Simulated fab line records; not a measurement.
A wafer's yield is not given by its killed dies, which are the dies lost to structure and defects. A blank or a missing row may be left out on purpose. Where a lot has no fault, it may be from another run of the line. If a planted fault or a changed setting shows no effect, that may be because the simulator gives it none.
fab line records	flow nand-harc
[record] lots = 24	wafers = 72	last-day = 24
route steps=1159 shown P_GATE@149 P_CONTACT@244 P_M0@282 P_M2@331
lots with no fault: from the same line, run without faults
start-h: start of the lot's first displayed wafer, in hours after the record's first day	wait-h: how many hours have passed since the lot's step before this one	" repeats the value in the row above	L1.1+2: a single row standing in for several wafers	- no value, or no start was given	* or withheld: withheld	< > ~ a bound
route shown NAME@n: names a module that has steps shown in the file, with the first one's number in the route	usual: mean/standard deviation taken from wafers without a fault	same: alike in all rows	chamber/n: place in a boat	sites: readings site by site	_std_site: their standard deviation	_edge_site: outer sites' mean less inner sites'	radius-mm: for every site, how far away it sits from the centre of the wafer	mask NAME#n: copy n	behind: the tool/chamber that last shaped the wafer	hold: cause of the lot's hold/its duration in hours/its outcome	device: transistor that didn't switch, given as n, p or np	end of line: the tests these same wafers got at the end of their route	where a step has no rows: the recipe by itself	killed: count of dies lost to structure and defects at first sort (not the wafer's yield)	map: the dies of a wafer, with x for killed, . for not killed, _ for no die there
set.NAME: setting as actually run; set.NAME@STEP: the setting as run at that earlier step	model.NAME: the simulator's own value behind a step, which no gauge read
one table for each step of the route and one row for each wafer, over a sample of lots
services: from which hour (start-h, from the record's first day; less than 0 if before it) a tool's chamber was out of use, for how many hours, and why
[[steps]]
[step NHARC_P_GATE_ETCH_32]
[recipe] target-depth-a = 1500	over-etch-frac = 1	over-etch-ion-energy-ev = 40	time-s = 100.1	hbr-flow-sccm = 150	cl2-flow-sccm = 50	rf-w = 400	icp-w = 400	bias-w = 100	chemistry = HBr/Cl2
[usual] drypump-motor-current-A = 5.5/0.35	oes-product-au = 1.001/0.0075	throttle-valve-pct = 26.405/0.0097
lot.wafer	tool	chamber	start-h	wait-h	drypump-motor-current-A	oes-product-au	rf-hours-counter-h	throttle-valve-pct
L074.2	rie-si-04	0	88.64	-	5.4	0.998	1.1	26.406
L074.4	"	1	"	"	4.8	1.006	1.3	26.426
L074.5	"	1	"	"	4.8	0.995	-	26.398
L076.4	rie-si-06	3	98.09	-	4.9	0.996	0.6	26.399
L076.2	"	0	"	"	5.7	0.998	0.7	26.396
L076.5	"	0	"	"	5.7	1.012	-	26.394
L075.4	rie-si-05	3	98.17	-	5.6	1.005	0.3	26.414
L075.3	"	0	"	"	5.6	0.991	0.2	26.414
L075.6	"	3	"	"	5.6	0.996	-	26.407
L077.1	rie-si-05	0	109.76	-	5.6	0.993	0.4	26.425
L077.4	"	2	"	"	5.9	1.002	0.4	26.397
L077.2	"	3	"	"	5.6	0.992	0.4	26.402
L078.3	rie-si-04	2	110.19	-	5.7	0.998	0.1	26.395
L078.4	"	3	"	"	5.2	0.992	0.0	26.396
L078.5	"	1	"	"	4.8	0.999	-	26.406
L079.1	rie-si-05	0	126.95	-	5.6	0.997	0.5	26.413
L079.6	"	1	"	"	6.0	1.002	-	26.394
L079.5	"	2	"	"	5.9	1.003	-	26.423
L080.3	rie-si-04	2	127.24	-	5.7	1.020	0.2	26.407
L080.4	"	0	"	"	5.4	1.018	0.1	26.400
L080.5	"	2	"	"	5.7	1.015	-	26.410
L081.2	rie-si-04	0	134.86	-	5.4	1.001	0.2	26.421
L081.3	"	2	"	"	5.6	1.010	0.3	26.416
L081.6	"	3	"	"	5.3	0.992	-	26.405
L083.3	rie-si-05	3	150.74	-	5.6	0.999	0.7	26.397
L083.1	"	1	"	"	6.0	0.995	0.7	26.406
L083.5	"	0	"	"	5.6	0.993	-	26.404
L082.3	rie-si-04	1	151.20	-	4.8	1.014	0.4	26.395
L082.4	"	0	"	"	5.4	0.999	0.4	26.413
L082.6	"	1	"	"	4.8	1.017	-	26.410
L084.1	rie-si-06	0	151.45	-	5.7	0.989	1.1	26.413
L084.3	"	3	"	"	4.9	0.991	1.0	26.390
L084.6	"	0	"	"	5.7	0.998	-	26.387
L085.3	rie-si-05	2	167.46	-	5.8	1.004	0.8	26.412
L085.4	"	0	"	"	5.6	0.987	0.9	26.388
L085.5	"	3	"	"	5.6	1.006	-	26.427
L086.4	rie-si-05	2	167.64	-	5.9	1.000	0.9	26.393
L086.2	"	0	"	"	5.6	0.993	1.0	26.422
L086.6	"	2	"	"	5.9	0.993	-	26.413
L088.1	rie-si-05	1	174.28	-	6.0	0.997	1.0	26.407
L088.5	"	2	"	"	5.8	1.005	-	26.387
L088.4	"	3	"	"	5.6	1.007	-	26.400
L087.2	rie-si-06	3	174.97	-	4.9	0.999	1.2	26.413
L087.6	"	0	"	"	5.7	0.994	-	26.412
L087.5	"	1	"	"	5.8	0.998	-	26.416
L089.2	rie-si-06	2	192.63	-	5.8	1.010	0.0	26.399
L089.1	"	3	"	"	4.9	1.005	0.0	26.408
L089.4	"	0	"	"	5.7	1.006	0.0	26.408
L090.1	rie-si-04	2	193.54	-	5.7	1.003	0.8	26.402
L090.2	"	3	"	"	5.3	0.994	0.7	26.409
L090.6	"	2	"	"	5.6	1.014	-	26.406
L092.1	rie-si-06	0	197.18	-	5.7	1.008	0.1	26.389
L092.3	"	2	"	"	5.8	1.011	0.1	26.394
L092.5	"	0	"	"	5.7	1.000	-	26.411
L091.1	rie-si-05	1	197.60	-	6.0	1.001	1.1	26.393
L091.2	"	0	"	"	5.6	0.999	1.1	26.406
L091.5	"	2	"	"	5.9	1.002	-	26.394
L093.2	rie-si-06	2	202.35	-	5.7	0.995	0.2	26.398
L093.1	"	3	"	"	4.9	1.012	0.2	26.421
L093.6	"	1	"	"	5.7	1.007	-	26.407
L094.1	rie-si-06	0	211.24	-	5.7	0.996	0.3	26.418
L094.6	"	3	"	"	4.9	1.000	-	26.415
L094.5	"	0	"	"	5.7	0.995	-	26.408
L095.1	rie-si-04	1	217.09	-	4.8	1.013	1.0	26.422
L095.4	"	3	"	"	5.2	0.988	0.9	26.413
L095.5	"	1	"	"	4.8	1.007	-	26.398
L096.4	rie-si-06	2	217.15	-	5.8	0.997	0.3	26.391
L096.2	"	1	"	"	5.8	1.004	0.4	26.399
L096.6	"	3	"	"	4.9	1.011	-	26.394
L097.1	rie-si-04	2	223.00	-	5.6	1.015	1.0	26.395
L097.4	"	3	"	"	5.2	0.999	1.0	26.408
L097.2	"	0	"	"	5.4	1.008	1.1	26.417
[step NHARC_P_GATE_DEGAS_109]
[recipe] temp-c = 300	time-s = 60
[usual] heater-power-w = 484/31
lot.wafer	tool	chamber	start-h	wait-h	heater-power-w
L074.4	pvd-sputter-02	-	107.43	0.1	519
L074.2	"	-	"	"	503
L074.5	"	-	"	"	499
L075.3	pvd-sputter-02	-	115.05	0.1	531
L075.4	"	-	"	"	450
L075.6	"	-	"	"	534
L076.4	pvd-sputter-02	-	121.67	0.1	532
L076.2	"	-	"	"	496
L076.5	"	-	"	"	449
L078.4	pvd-sputter-02	-	127.03	0.1	494
L078.3	"	-	"	"	521
L078.5	"	-	"	"	484
L077.2	pvd-sputter-02	-	127.47	0.1	505
L077.1	"	-	"	"	533
L077.4	"	-	"	"	497
L079.1	pvd-sputter-02	-	143.64	0.1	507
L079.6	"	-	"	"	488
L079.5	"	-	"	"	513
L080.3	pvd-sputter-01	-	144.29	0.1	498
L080.4	"	-	"	"	476
L080.5	"	-	"	"	482
L081.3	pvd-sputter-02	-	151.99	0.1	508
L081.2	"	-	"	"	534
L081.6	"	-	"	"	513
L083.3	pvd-sputter-02	-	168.05	0.1	520
L083.1	"	-	"	"	454
L083.5	"	-	"	"	521
L082.3	pvd-sputter-03	-	168.19	0.1	527
L082.4	"	-	"	"	479
L082.6	"	-	"	"	531
L084.1	pvd-sputter-01	-	173.22	0.1	432
L084.3	"	-	"	"	473
L084.6	"	-	"	"	464
L085.3	pvd-sputter-03	-	184.39	0.1	481
L085.4	"	-	"	"	524
L085.5	"	-	"	"	495
L086.4	pvd-sputter-03	-	185.31	0.1	466
L086.2	"	-	"	"	450
L086.6	"	-	"	"	473
L088.1	pvd-sputter-01	-	192.21	0.1	428
L088.4	"	-	"	"	476
L088.5	"	-	"	"	420
L087.2	pvd-sputter-01	-	193.17	0.1	425
L087.5	"	-	"	"	423
L087.6	"	-	"	"	454
L089.4	pvd-sputter-03	-	209.98	0.1	484
L089.2	"	-	"	"	507
L089.1	"	-	"	"	479
L090.1	pvd-sputter-03	-	210.50	0.1	490
L090.2	"	-	"	"	504
L090.6	"	-	"	"	458
L092.3	pvd-sputter-01	-	214.13	0.1	466
L092.1	"	-	"	"	486
L092.5	"	-	"	"	418
L091.1	pvd-sputter-01	-	216.21	0.1	491
L091.2	"	-	"	"	429
L091.5	"	-	"	"	500
L093.1	pvd-sputter-03	-	219.35	0.1	465
L093.2	"	-	"	"	522
L093.6	"	-	"	"	461
L094.1	pvd-sputter-02	-	227.79	0.1	449
L094.5	"	-	"	"	482
L094.6	"	-	"	"	513
L095.4	pvd-sputter-02	-	234.15	0.1	485
L095.1	"	-	"	"	505
L095.5	"	-	"	"	470
L096.4	pvd-sputter-01	-	236.10	0.1	432
L096.2	"	-	"	"	491
L096.6	"	-	"	"	470
L097.1	pvd-sputter-02	-	239.84	0.1	519
L097.4	"	-	"	"	458
L097.2	"	-	"	"	478
[step NHARC_P_CONTACT_DEGAS_38]
[recipe] temp-c = 300	time-s = 60
[usual] heater-power-w = 478/31
lot.wafer	tool	chamber	start-h	wait-h	heater-power-w
L074.4	pvd-sputter-02	-	111.69	-	541
L074.2	"	-	"	"	529
L074.5	"	-	"	"	531
L075.3	pvd-sputter-01	-	119.48	-	477
L075.4	"	-	"	"	462
L075.6	"	-	"	"	476
L076.2	pvd-sputter-02	-	126.15	-	499
L076.4	"	-	"	"	447
L076.5	"	-	"	"	536
L078.4	pvd-sputter-02	-	131.49	-	451
L078.3	"	-	"	"	533
L078.5	"	-	"	"	534
L077.4	pvd-sputter-02	-	132.11	-	513
L077.2	"	-	"	"	450
L077.1	"	-	"	"	493
L079.1	pvd-sputter-01	-	147.99	-	486
L079.5	"	-	"	"	487
L079.6	"	-	"	"	479
L080.4	pvd-sputter-01	-	148.98	-	482
L080.3	"	-	"	"	482
L080.5	"	-	"	"	478
L081.2	pvd-sputter-03	-	156.46	-	451
L081.3	"	-	"	"	525
L081.6	"	-	"	"	456
L083.1	pvd-sputter-03	-	172.43	-	508
L083.3	"	-	"	"	494
L083.5	"	-	"	"	458
L082.4	pvd-sputter-01	-	172.67	-	473
L082.3	"	-	"	"	486
L082.6	"	-	"	"	423
L084.3	pvd-sputter-02	-	177.75	-	453
L084.1	"	-	"	"	531
L084.6	"	-	"	"	498
L085.3	pvd-sputter-02	-	189.02	-	454
L085.4	"	-	"	"	491
L085.5	"	-	"	"	453
L086.2	pvd-sputter-03	-	189.69	-	477
L086.4	"	-	"	"	459
L086.6	"	-	"	"	515
L088.4	pvd-sputter-01	-	197.55	-	466
L088.1	"	-	"	"	495
L088.5	"	-	"	"	463
L087.2	pvd-sputter-03	-	197.87	-	516
L087.6	"	-	"	"	457
L087.5	"	-	"	"	518
L089.1	pvd-sputter-03	-	214.58	-	521
L089.2	"	-	"	"	467
L089.4	"	-	"	"	469
L090.2	pvd-sputter-01	-	215.23	-	414
L090.1	"	-	"	"	464
L090.6	"	-	"	"	460
L092.3	pvd-sputter-01	-	218.49	-	478
L092.1	"	-	"	"	476
L092.5	"	-	"	"	498
L091.2	pvd-sputter-03	-	220.45	-	484
L091.1	"	-	"	"	458
L091.5	"	-	"	"	465
L093.1	pvd-sputter-01	-	224.16	-	425
L093.2	"	-	"	"	473
L093.6	"	-	"	"	480
L094.1	pvd-sputter-01	-	232.14	-	466
L094.6	"	-	"	"	461
L094.5	"	-	"	"	496
L095.4	pvd-sputter-01	-	238.55	-	479
L095.1	"	-	"	"	452
L095.5	"	-	"	"	479
L096.2	pvd-sputter-03	-	240.66	-	437
L096.4	"	-	"	"	515
L096.6	"	-	"	"	455
L097.1	pvd-sputter-01	-	244.32	-	428
L097.4	"	-	"	"	460
L097.2	"	-	"	"	458
[step NHARC_P_M0_INSPECT_27]
[usual] raw-defect-count = 302/110
lot.wafer	tool	chamber	start-h	wait-h	raw-defect-count
L074.2	defect-inspect-01	-	120.19	0.0	237
L074.4	"	-	"	"	217
L074.5	"	-	"	"	298
L075.3	defect-inspect-01	-	129.87	0.0	387
L075.4	"	-	"	"	358
L075.6	"	-	"	"	249
L076.2	defect-inspect-01	-	134.70	0.0	299
L076.4	"	-	"	"	289
L076.5	"	-	"	"	291
L078.3	defect-inspect-01	-	136.59	0.0	262
L078.4	"	-	"	"	402
L078.5	"	-	"	"	300
L077.1	defect-inspect-01	-	137.24	0.0	321
L077.2	"	-	"	"	303
L077.4	"	-	"	"	174
L079.1	defect-inspect-02	-	157.22	0.0	255
L079.5	"	-	"	"	171
L079.6	"	-	"	"	255
L080.3	defect-inspect-02	-	157.89	0.0	125
L080.4	"	-	"	"	195
L080.5	"	-	"	"	187
L081.2	defect-inspect-01	-	162.23	0.0	146
L081.3	"	-	"	"	301
L081.6	"	-	"	"	244
L083.1	defect-inspect-02	-	177.61	0.0	344
L083.3	"	-	"	"	423
L083.5	"	-	"	"	694
L082.3	defect-inspect-01	-	177.75	0.0	158
L082.4	"	-	"	"	293
L082.6	"	-	"	"	225
L084.1	defect-inspect-01	-	187.53	0.0	141
L084.3	"	-	"	"	147
L084.6	"	-	"	"	315
L085.3	defect-inspect-01	-	194.19	0.0	260
L085.4	"	-	"	"	331
L085.5	"	-	"	"	457
L086.2	defect-inspect-01	-	194.89	0.0	319
L086.4	"	-	"	"	166
L086.6	"	-	"	"	304
L088.1	defect-inspect-02	-	207.82	0.0	498
L088.4	"	-	"	"	304
L088.5	"	-	"	"	387
L087.2	defect-inspect-02	-	208.47	0.0	231
L087.5	"	-	"	"	217
L087.6	"	-	"	"	241
L089.1	defect-inspect-02	-	220.43	0.0	401
L089.2	"	-	"	"	336
L089.4	"	-	"	"	350
L090.1	defect-inspect-02	-	221.27	0.1	191
L090.2	"	-	"	"	274
L090.6	"	-	"	"	248
L092.1	defect-inspect-02	-	227.03	0.0	330
L092.3	"	-	"	"	335
L092.5	"	-	"	"	249
L091.1	defect-inspect-02	-	230.40	0.1	386
L091.2	"	-	"	"	272
L091.5	"	-	"	"	443
L093.1	defect-inspect-02	-	232.62	0.0	480
L093.2	"	-	"	"	419
L093.6	"	-	"	"	245
L094.1	defect-inspect-02	-	241.19	0.1	218
L094.5	"	-	"	"	673
L094.6	"	-	"	"	303
L095.1	defect-inspect-02	-	243.81	0.0	175
L095.4	"	-	"	"	264
L095.5	"	-	"	"	202
L096.2	defect-inspect-02	-	245.67	0.0	159
L096.4	"	-	"	"	289
L096.6	"	-	"	"	260
L097.1	defect-inspect-01	-	252.15	0.0	191
L097.2	"	-	"	"	297
L097.4	"	-	"	"	449
[step NHARC_P_M2_DESCUM_14]
[recipe] time-s = 3	o2-flow-sccm = 200	ar-flow-sccm = 0	bias-power-w = 0	chemistry = O2
[usual] drypump-motor-current-A = 5.98/0.3	oes-product-au = 1.003/0.0061	rf-vpp-V = 57.7/0.9	showerhead-plenum-p-Torr = 1.90/0.085	throttle-valve-pct = 11.310/0.0088
lot.wafer	tool	chamber	start-h	wait-h	drypump-motor-current-A	oes-product-au	rf-hours-counter-h	rf-vpp-V	showerhead-plenum-p-Torr	throttle-valve-pct
L074.2	rie-diel-03	0	125.94	0.1	6.02	1.006	14	56.7	1.91	11.297
L074.4	"	1	"	"	5.72	0.999	14	56.9	2.02	11.310
L074.5	"	3	"	"	6.54	0.997	-	57.7	1.90	11.323
L075.4	rie-diel-03	0	135.56	0.1	5.98	1.001	17	56.9	1.91	11.319
L075.3	"	3	"	"	6.52	1.000	17	58.6	1.90	11.319
L075.6	"	0	"	"	5.99	0.998	-	57.1	1.91	11.328
L076.2	rie-diel-04	1	140.26	0.1	5.65	0.997	0	59.0	1.91	11.305
L076.4	"	2	"	"	6.22	1.002	0	58.3	1.90	11.321
L076.5	"	1	"	"	5.64	1.002	-	59.3	1.91	11.316
L078.3	rie-diel-04	3	142.28	0.1	5.84	1.007	1	56.5	2.04	11.302
L078.4	"	1	"	"	5.65	0.997	1	57.6	1.91	11.305
L078.5	"	0	"	"	6.25	0.998	-	57.9	1.79	11.316
L077.2	rie-diel-08	0	143.13	0.1	5.95	1.010	2	58.7	2.00	11.319
L077.1	"	2	"	"	5.70	1.002	2	56.3	1.80	11.310
L077.4	"	3	"	"	4.85	1.011	2	58.4	1.82	11.306
L079.1	rie-diel-04	0	163.02	0.1	6.25	1.008	1	56.2	1.79	11.321
L079.6	"	2	"	"	6.22	1.002	-	58.1	1.90	11.315
L079.5	"	3	"	"	5.88	1.006	-	57.9	2.04	11.299
L080.3	rie-diel-03	3	163.48	0.1	6.50	1.000	20	58.7	1.90	11.288
L080.4	"	0	"	"	5.99	1.001	20	57.4	1.91	11.301
L080.5	"	0	"	"	6.01	1.003	-	58.4	1.91	11.321
L081.2	rie-diel-04	0	168.26	0.1	6.24	1.005	2	57.3	1.79	11.300
L081.3	"	2	"	"	6.23	1.004	2	57.5	1.90	11.307
L081.6	"	0	"	"	6.24	1.004	-	56.7	1.79	11.326
L083.3	rie-diel-04	3	183.34	0.1	5.82	1.003	2	58.5	2.04	11.311
L083.1	"	2	"	"	6.24	0.999	2	56.6	1.90	11.324
L083.5	"	0	"	"	6.25	1.005	-	56.3	1.79	11.306
L082.4	rie-diel-04	0	183.64	0.1	6.25	1.006	2	58.2	1.79	11.297
L082.3	"	2	"	"	6.22	1.012	2	58.8	1.90	11.311
L082.6	"	0	"	"	6.25	1.004	-	57.1	1.79	11.308
L084.3	rie-diel-04	0	193.27	0.1	6.23	0.997	3	57.1	1.79	11.310
L084.1	"	2	"	"	6.23	1.004	2	57.0	1.90	11.290
L084.6	"	2	"	"	6.21	1.009	-	58.0	1.90	11.300
L085.4	rie-diel-04	0	199.83	0.1	6.22	1.002	3	57.4	1.79	11.322
L085.3	"	1	"	"	5.68	1.008	3	57.9	1.91	11.301
L085.5	"	2	"	"	6.23	1.006	-	58.0	1.90	11.328
L086.4	rie-diel-04	3	201.22	0.1	5.85	1.009	2	59.0	2.04	11.300
L086.2	"	2	"	"	6.24	1.007	3	57.4	1.90	11.319
L086.6	"	0	"	"	6.22	1.000	-	55.4	1.79	11.320
L088.1	rie-diel-04	1	213.96	0.1	5.67	0.989	3	57.4	1.91	11.322
L088.4	"	3	"	"	5.84	0.994	3	57.3	2.04	11.309
L088.5	"	1	"	"	5.69	0.994	-	58.7	1.91	11.312
L087.2	rie-diel-08	2	214.27	0.1	5.70	1.019	28	55.7	1.80	11.291
L087.5	"	0	"	"	5.94	1.007	-	58.6	1.99	11.311
L087.6	"	1	"	"	5.76	1.003	-	58.2	1.92	11.309
L089.1	rie-diel-04	1	226.36	0.1	5.68	0.999	3	57.4	1.91	11.304
L089.4	"	3	"	"	5.86	1.001	3	59.9	2.04	11.295
L089.2	"	0	"	"	6.23	1.002	4	57.0	1.79	11.302
L090.1	rie-diel-04	3	227.63	0.1	5.83	1.006	3	58.9	2.04	11.302
L090.2	"	0	"	"	6.24	1.005	4	56.4	1.79	11.313
L090.6	"	2	"	"	6.23	0.989	-	57.6	1.90	11.308
L092.3	rie-diel-04	3	232.84	0.1	5.79	1.003	4	57.0	2.04	11.301
L092.1	"	1	"	"	5.64	1.002	4	57.6	1.91	11.311
L092.5	"	0	"	"	6.21	1.001	-	56.7	1.78	11.304
L091.1	rie-diel-04	3	236.27	0.1	5.82	1.000	4	57.2	2.04	11.303
L091.2	"	0	"	"	6.23	1.012	5	58.3	1.79	11.303
L091.5	"	1	"	"	5.64	1.000	-	57.1	1.91	11.309
L093.1	rie-diel-04	1	238.36	0.1	5.67	0.990	4	58.7	1.91	11.316
L093.2	"	2	"	"	6.21	0.995	5	55.8	1.90	11.309
L093.6	"	0	"	"	6.23	0.996	-	55.6	1.79	11.302
L094.1	rie-diel-04	0	246.89	0.1	6.22	1.006	5	58.5	1.79	11.320
L094.6	"	0	"	"	6.25	1.003	-	56.9	1.79	11.315
L094.5	"	1	"	"	5.62	1.007	-	58.5	1.91	11.297
L095.4	rie-diel-04	1	249.60	0.1	5.64	1.004	4	56.9	1.91	11.300
L095.1	"	2	"	"	6.23	0.995	5	58.3	1.90	11.331
L095.5	"	2	"	"	6.22	1.009	-	57.7	1.90	11.304
L096.2	rie-diel-04	1	253.58	0.1	5.66	1.010	5	56.9	1.91	11.304
L096.4	"	3	"	"	5.85	1.010	4	58.1	2.04	11.312
L096.6	"	1	"	"	5.67	0.997	-	58.5	1.91	11.308
L097.4	rie-diel-04	2	257.96	0.1	6.22	1.008	5	57.6	1.90	11.316
L097.1	"	3	"	"	5.81	1.001	5	57.3	2.04	11.303
L097.2	"	0	"	"	6.24	1.010	5	56.1	1.78	11.305
[step NHARC_P_M2_PVD_20]
[recipe] target-thk-a = 50	bias-v = 168.6	power-w = 15000	chamber-pressure-pa = 0.12	time-s = 8.06	substrate-temp-c = 50	material = TaN
[usual] throttle-valve-pct = 30.1/0.79
lot.wafer	tool	chamber	start-h	wait-h	throttle-valve-pct
L074.2	pvd-sputter-01	-	-	-	29.2
L074.4	"	-	"	"	29.7
L074.5	"	-	"	"	30.4
L075.4	pvd-sputter-02	-	-	-	31.2
L075.3	"	-	"	"	31.1
L075.6	"	-	"	"	30.3
L076.2	pvd-sputter-03	-	-	-	29.5
L076.4	"	-	"	"	30.8
L076.5	"	-	"	"	29.8
L078.3	pvd-sputter-03	-	-	-	30.1
L078.4	"	-	"	"	29.6
L078.5	"	-	"	"	30.1
L077.2	pvd-sputter-03	-	-	-	29.5
L077.1	"	-	"	"	30.7
L077.4	"	-	"	"	29.8
L079.1	pvd-sputter-02	-	-	-	28.4
L079.6	"	-	"	"	31.1
L079.5	"	-	"	"	31.0
L080.4	pvd-sputter-03	-	-	-	30.9
L080.3	"	-	"	"	29.7
L080.5	"	-	"	"	29.7
L081.2	pvd-sputter-01	-	-	-	29.5
L081.3	"	-	"	"	29.8
L081.6	"	-	"	"	29.8
L083.1	pvd-sputter-01	-	-	-	30.2
L083.3	"	-	"	"	29.8
L083.5	"	-	"	"	29.9
L082.3	pvd-sputter-02	-	-	-	30.9
L082.4	"	-	"	"	30.1
L082.6	"	-	"	"	30.9
L084.1	pvd-sputter-01	-	-	-	30.5
L084.3	"	-	"	"	29.7
L084.6	"	-	"	"	30.0
L085.4	pvd-sputter-02	-	-	-	31.0
L085.3	"	-	"	"	30.6
L085.5	"	-	"	"	30.7
L086.4	pvd-sputter-01	-	-	-	29.9
L086.2	"	-	"	"	29.1
L086.6	"	-	"	"	29.6
L088.4	pvd-sputter-03	-	-	-	30.5
L088.1	"	-	"	"	29.6
L088.5	"	-	"	"	29.8
L087.2	pvd-sputter-01	-	-	-	30.1
L087.5	"	-	"	"	29.5
L087.6	"	-	"	"	30.5
L089.4	pvd-sputter-01	-	-	-	29.3
L089.2	"	-	"	"	30.2
L089.1	"	-	"	"	29.9
L090.2	pvd-sputter-01	-	-	-	30.0
L090.1	"	-	"	"	29.9
L090.6	"	-	"	"	30.3
L092.1	pvd-sputter-01	-	-	-	29.8
L092.3	"	-	"	"	29.3
L092.5	"	-	"	"	30.1
L091.2	pvd-sputter-02	-	-	-	31.3
L091.1	"	-	"	"	31.2
L091.5	"	-	"	"	31.5
L093.1	pvd-sputter-02	-	-	-	31.0
L093.2	"	-	"	"	28.4
L093.6	"	-	"	"	31.1
L094.1	pvd-sputter-02	-	-	-	31.2
L094.6	"	-	"	"	31.4
L094.5	"	-	"	"	31.1
L095.1	pvd-sputter-01	-	-	-	30.3
L095.4	"	-	"	"	29.1
L095.5	"	-	"	"	30.3
L096.2	pvd-sputter-02	-	-	-	31.0
L096.4	"	-	"	"	30.3
L096.6	"	-	"	"	31.0
L097.1	pvd-sputter-03	-	-	-	29.6
L097.4	"	-	"	"	29.7
L097.2	"	-	"	"	30.6
[[services]]
tool	chamber	start-h	hours	kind
rie-si-05	-	65.30	0.2	repair
pvd-sputter-01	-	69.18	3.8	repair
pvd-sputter-02	-	82.06	4.4	repair
rie-si-04	-	99.00	9.0	pm
rie-si-05	3	99.28	1.7	repair
pvd-sputter-03	-	102.00	10.0	pm
rie-diel-04	3	109.41	4.2	repair
rie-diel-04	-	111.90	9.0	pm
pvd-sputter-01	-	122.65	1.6	repair
pvd-sputter-03	-	127.02	8.8	repair
rie-diel-04	-	132.18	0.6	repair
pvd-sputter-01	-	150.90	3.5	repair
pvd-sputter-01	-	158.00	10.0	pm
pvd-sputter-02	-	170.59	4.0	repair
rie-si-05	0	173.21	3.3	repair
rie-si-05	-	173.49	0.6	repair
pvd-sputter-01	-	174.45	6.7	repair
rie-si-06	-	183.00	9.0	pm
rie-diel-04	3	183.92	15.8	repair
rie-diel-04	1	186.55	5.8	repair
pvd-sputter-03	-	191.86	2.5	repair
rie-si-04	0	208.14	6.0	repair
pvd-sputter-02	-	209.49	1.5	repair
pvd-sputter-02	-	214.00	10.0	pm
[[key]]
fault none
